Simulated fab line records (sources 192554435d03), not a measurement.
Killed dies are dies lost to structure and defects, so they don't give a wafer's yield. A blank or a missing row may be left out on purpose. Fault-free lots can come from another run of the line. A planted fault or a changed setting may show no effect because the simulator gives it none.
Split-lot trial :: flow n5_finfet :: 39 wafers read from 7 lots, route of 1938 steps

## SPLIT DETAILS
At N5_BEOL_M9_TRENCH_ETCH_37 (etches SiCOH lowk in C4F6/O2, target depth 151.43 nm, time 49 s), the setting target_depth_a was moved away from the recipe's 1514.3 angstrom on 15 of the 39 wafers read, by -40.7% to +44.0%. This setting was run at the recipe's value on the other wafers.

## FROM THE SPLIT TO THE READING: what the file shows between them, 11 steps
- N5_BEOL_M9_ETCH_41: etches SiCN in CH3F/O2, target depth 36.6 nm, time 70.1 s
- N5_BEOL_M9_STRIP_80: strips in N2/H2, time 10 s
- N5_BEOL_M9_OCD_MEAS_38
- N5_BEOL_M9_HM_STRIP_39: strips TiN in peroxide tin strip, target depth 25 nm, time 158 s
- N5_BEOL_M9_SRD_40: time 30 s
- N5_BEOL_M9_ECD_50: material Cu, target thk 318 nm
- N5_BEOL_M9_ANNEAL_51: time 90 s
- N5_BEOL_M9_CMP_52: polishes, stops on SiCOH lowk, t overpolish 7 s, target thk 140 nm
- N5_BEOL_M9_THK_MEAS_53: measures by xrf
- N5_BEOL_M9_PRE_CLEAN_55: time 15 s
- N5_BEOL_M9_DEP_56: deposits SiCN from 3MS/NH3, target thk 15 nm, time 26.5 s

## THE READING
At N5_BEOL_M9_RS_MEAS_57, a four-point-probe measurement gives M9_RS in ohm/sq. A value of 0.150 ohm/sq with a standard deviation of 0.0038 ohm/sq is what fault-free wafers of this fab line usually give.

wafer: L074.1
tool, chamber at the split: rie_diel-04, 2
target_depth_a as run, angstrom: 2180
against the recipe: +44.0%
M9_RS, ohm/sq: 0.102
against lot-mates on the recipe: -0.059

wafer: L074.2
tool, chamber at the split: rie_diel-04, 3
target_depth_a as run, angstrom: 2180
against the recipe: +44.0%
M9_RS, ohm/sq: 0.101
against lot-mates on the recipe: -0.060

wafer: L074.3
tool, chamber at the split: rie_diel-04, 1
target_depth_a as run, angstrom: 1514.3
against the recipe: recipe
M9_RS, ohm/sq: 0.164
against lot-mates on the recipe: -

wafer: L074.4
tool, chamber at the split: rie_diel-04, 0
target_depth_a as run, angstrom: 2180
against the recipe: +44.0%
M9_RS, ohm/sq: 0.101
against lot-mates on the recipe: -0.060

wafer: L074.5
tool, chamber at the split: rie_diel-04, 0
target_depth_a as run, angstrom: 1514.3
against the recipe: recipe
M9_RS, ohm/sq: 0.156
against lot-mates on the recipe: -

wafer: L074.6
tool, chamber at the split: rie_diel-04, 1
target_depth_a as run, angstrom: 1514.3
against the recipe: recipe
M9_RS, ohm/sq: 0.162
against lot-mates on the recipe: -

wafer: L080.1
tool, chamber at the split: rie_diel-04, 2
target_depth_a as run, angstrom: 1789
against the recipe: +18.1%
M9_RS, ohm/sq: 0.125
against lot-mates on the recipe: -0.027

wafer: L080.2
tool, chamber at the split: rie_diel-04, 0
target_depth_a as run, angstrom: 1789
against the recipe: +18.1%
M9_RS, ohm/sq: 0.125
against lot-mates on the recipe: -0.027

wafer: L080.3
tool, chamber at the split: rie_diel-04, 3
target_depth_a as run, angstrom: 1514.3
against the recipe: recipe
M9_RS, ohm/sq: 0.152
against lot-mates on the recipe: -

wafer: L080.4
tool, chamber at the split: rie_diel-04, 2
target_depth_a as run, angstrom: 1514.3
against the recipe: recipe
M9_RS, ohm/sq: 0.153
against lot-mates on the recipe: -

wafer: L080.5
tool, chamber at the split: rie_diel-04, 3
target_depth_a as run, angstrom: 1514.3
against the recipe: recipe
M9_RS, ohm/sq: 0.152
against lot-mates on the recipe: -

wafer: L080.6
tool, chamber at the split: rie_diel-04, 0
target_depth_a as run, angstrom: 1789
against the recipe: +18.1%
M9_RS, ohm/sq: 0.128
against lot-mates on the recipe: -0.024

wafer: L086.2
tool, chamber at the split: rie_diel-02, 1
target_depth_a as run, angstrom: 1514.3
against the recipe: recipe
M9_RS, ohm/sq: 0.150
against lot-mates on the recipe: -

wafer: L086.4
tool, chamber at the split: rie_diel-02, 3
target_depth_a as run, angstrom: 1514.3
against the recipe: recipe
M9_RS, ohm/sq: 0.147
against lot-mates on the recipe: -

wafer: L086.6
tool, chamber at the split: rie_diel-02, 2
target_depth_a as run, angstrom: 1514.3
against the recipe: recipe
M9_RS, ohm/sq: 0.147
against lot-mates on the recipe: -

wafer: L087.1
tool, chamber at the split: rie_diel-04, 0
target_depth_a as run, angstrom: 1873
against the recipe: +23.7%
M9_RS, ohm/sq: 0.120
against lot-mates on the recipe: -0.033

wafer: L087.2
tool, chamber at the split: rie_diel-04, 3
target_depth_a as run, angstrom: 1873
against the recipe: +23.7%
M9_RS, ohm/sq: 0.118
against lot-mates on the recipe: -0.035

wafer: L087.3
tool, chamber at the split: rie_diel-04, 1
target_depth_a as run, angstrom: 1514.3
against the recipe: recipe
M9_RS, ohm/sq: 0.153
against lot-mates on the recipe: -

wafer: L087.4
tool, chamber at the split: rie_diel-04, 2
target_depth_a as run, angstrom: 1514.3
against the recipe: recipe
M9_RS, ohm/sq: 0.154
against lot-mates on the recipe: -

wafer: L087.5
tool, chamber at the split: rie_diel-04, 1
target_depth_a as run, angstrom: 1514.3
against the recipe: recipe
M9_RS, ohm/sq: 0.153
against lot-mates on the recipe: -

wafer: L087.6
tool, chamber at the split: rie_diel-04, 0
target_depth_a as run, angstrom: 1873
against the recipe: +23.7%
M9_RS, ohm/sq: 0.120
against lot-mates on the recipe: -0.033

wafer: L089.1
tool, chamber at the split: rie_diel-02, 2
target_depth_a as run, angstrom: 1514.3
against the recipe: recipe
M9_RS, ohm/sq: 0.146
against lot-mates on the recipe: -

wafer: L089.2
tool, chamber at the split: rie_diel-02, 3
target_depth_a as run, angstrom: 1514.3
against the recipe: recipe
M9_RS, ohm/sq: 0.149
against lot-mates on the recipe: -

wafer: L089.3
tool, chamber at the split: rie_diel-02, 0
target_depth_a as run, angstrom: 1514.3
against the recipe: recipe
M9_RS, ohm/sq: 0.141
against lot-mates on the recipe: -

wafer: L089.4
tool, chamber at the split: rie_diel-02, 1
target_depth_a as run, angstrom: 1514.3
against the recipe: recipe
M9_RS, ohm/sq: 0.147
against lot-mates on the recipe: -

wafer: L089.5
tool, chamber at the split: rie_diel-02, 0
target_depth_a as run, angstrom: 1514.3
against the recipe: recipe
M9_RS, ohm/sq: 0.141
against lot-mates on the recipe: -

wafer: L089.6
tool, chamber at the split: rie_diel-02, 3
target_depth_a as run, angstrom: 1514.3
against the recipe: recipe
M9_RS, ohm/sq: 0.146
against lot-mates on the recipe: -

wafer: L091.1
tool, chamber at the split: rie_diel-04, 3
target_depth_a as run, angstrom: 1236
against the recipe: -18.4%
M9_RS, ohm/sq: 0.194
against lot-mates on the recipe: +0.042

wafer: L091.2
tool, chamber at the split: rie_diel-04, 0
target_depth_a as run, angstrom: 1514.3
against the recipe: recipe
M9_RS, ohm/sq: 0.154
against lot-mates on the recipe: -

wafer: L091.3
tool, chamber at the split: rie_diel-04, 1
target_depth_a as run, angstrom: 1236
against the recipe: -18.4%
M9_RS, ohm/sq: 0.194
against lot-mates on the recipe: +0.042

wafer: L091.4
tool, chamber at the split: rie_diel-04, 2
target_depth_a as run, angstrom: 1514.3
against the recipe: recipe
M9_RS, ohm/sq: 0.154
against lot-mates on the recipe: -

wafer: L091.5
tool, chamber at the split: rie_diel-04, 0
target_depth_a as run, angstrom: 1236
against the recipe: -18.4%
M9_RS, ohm/sq: 0.196
against lot-mates on the recipe: +0.044

wafer: L091.6
tool, chamber at the split: rie_diel-04, 3
target_depth_a as run, angstrom: 1514.3
against the recipe: recipe
M9_RS, ohm/sq: 0.149
against lot-mates on the recipe: -

wafer: L096.1
tool, chamber at the split: rie_diel-02, 3
target_depth_a as run, angstrom: 1514.3
against the recipe: recipe
M9_RS, ohm/sq: 0.152
against lot-mates on the recipe: -

wafer: L096.2
tool, chamber at the split: rie_diel-02, 1
target_depth_a as run, angstrom: 1514.3
against the recipe: recipe
M9_RS, ohm/sq: 0.145
against lot-mates on the recipe: -

wafer: L096.3
tool, chamber at the split: rie_diel-02, 0
target_depth_a as run, angstrom: 897.3
against the recipe: -40.7%
M9_RS, ohm/sq: 0.271
against lot-mates on the recipe: +0.120

wafer: L096.4
tool, chamber at the split: rie_diel-02, 2
target_depth_a as run, angstrom: 897.3
against the recipe: -40.7%
M9_RS, ohm/sq: 0.292
against lot-mates on the recipe: +0.141

wafer: L096.5
tool, chamber at the split: rie_diel-02, 3
target_depth_a as run, angstrom: 1514.3
against the recipe: recipe
M9_RS, ohm/sq: 0.155
against lot-mates on the recipe: -

wafer: L096.6
tool, chamber at the split: rie_diel-02, 0
target_depth_a as run, angstrom: 897.3
against the recipe: -40.7%
M9_RS, ohm/sq: 0.285
against lot-mates on the recipe: +0.134

THE FIT
A straight line over all 39 wafers: M9_RS changes by -0.00203 ohm/sq for each +1% of target_depth_a; r = -0.92; the points scatter about the line by 0.017 ohm/sq.
The same after taking each lot's own level away (the mean of its wafers on the recipe; 39 wafers): -0.00213 ohm/sq for each +1%; r = -0.94; scatter 0.015 ohm/sq.
According to that fit, moving target_depth_a by its largest amount changes the reading by 0.094 ohm/sq.
Measured against the standard deviation above, the lots' own levels, which go from 0.1450 to 0.1607 ohm/sq, span 4.1 times it.
So the lot-to-lot level changes the slope little: the two slopes agree.
Check: -0.0898 ohm/sq against its lot-mates is what the line predicts for one of the wafers moved furthest among these (+44.0%) when that wafer is left out of the fit. It came out at -0.0587 ohm/sq against them.

## THE WHOLE CHAIN: every reading that the file lists as answering this split, in the file's order
step: N5_BEOL_M9_TRENCH_ETCH_37
what it does: etches SiCOH lowk in C4F6/O2, target depth 151.43 nm, time 49 s
reading: BEOL_M9.feature_depth_nm (the simulator's own value, which no gauge read)
change (the file's fit): +1.52 nm for each +1% of the setting
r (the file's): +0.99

step: N5_BEOL_M9_TRENCH_ETCH_37
what it does: etches SiCOH lowk in C4F6/O2, target depth 151.43 nm, time 49 s
reading: etch.depth_nm (the simulator's own value, which no gauge read)
change (the file's fit): +1.52 nm for each +1% of the setting
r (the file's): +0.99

step: N5_BEOL_M9_TRENCH_ETCH_37
what it does: etches SiCOH lowk in C4F6/O2, target depth 151.43 nm, time 49 s
reading: TiN_of_BEOL_M9_HM_DEP_02.thk_nm (the simulator's own value, which no gauge read)
change (the file's fit): -0.0415 nm for each +1% of the setting
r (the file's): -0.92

step: N5_BEOL_M9_OCD_MEAS_38
what it does: 
reading: trench_depth_nm
change (the file's fit): +1.52 nm for each +1% of the setting
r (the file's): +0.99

step: N5_BEOL_M9_CMP_52
what it does: polishes, stops on SiCOH lowk, t overpolish 7 s, target thk 140 nm
reading: Cu_of_BEOL_M9_ECD_50.thk_nm (the simulator's own value, which no gauge read)
change (the file's fit): +1.52 nm for each +1% of the setting
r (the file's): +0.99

step: N5_BEOL_M9_THK_MEAS_53
what it does: measures by xrf
reading: M9_THK
change (the file's fit): +1.52 for each +1% of the setting
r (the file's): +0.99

step: N5_BEOL_M9_RS_MEAS_57
what it does: measures by four-point-probe
reading: M9_RS
change (the file's fit): -0.00208 for each +1% of the setting
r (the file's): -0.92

## FILE'S OWN FIT
M9_RS changes by -0.00208 ohm/sq for each +1% of target_depth_a, r = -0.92.
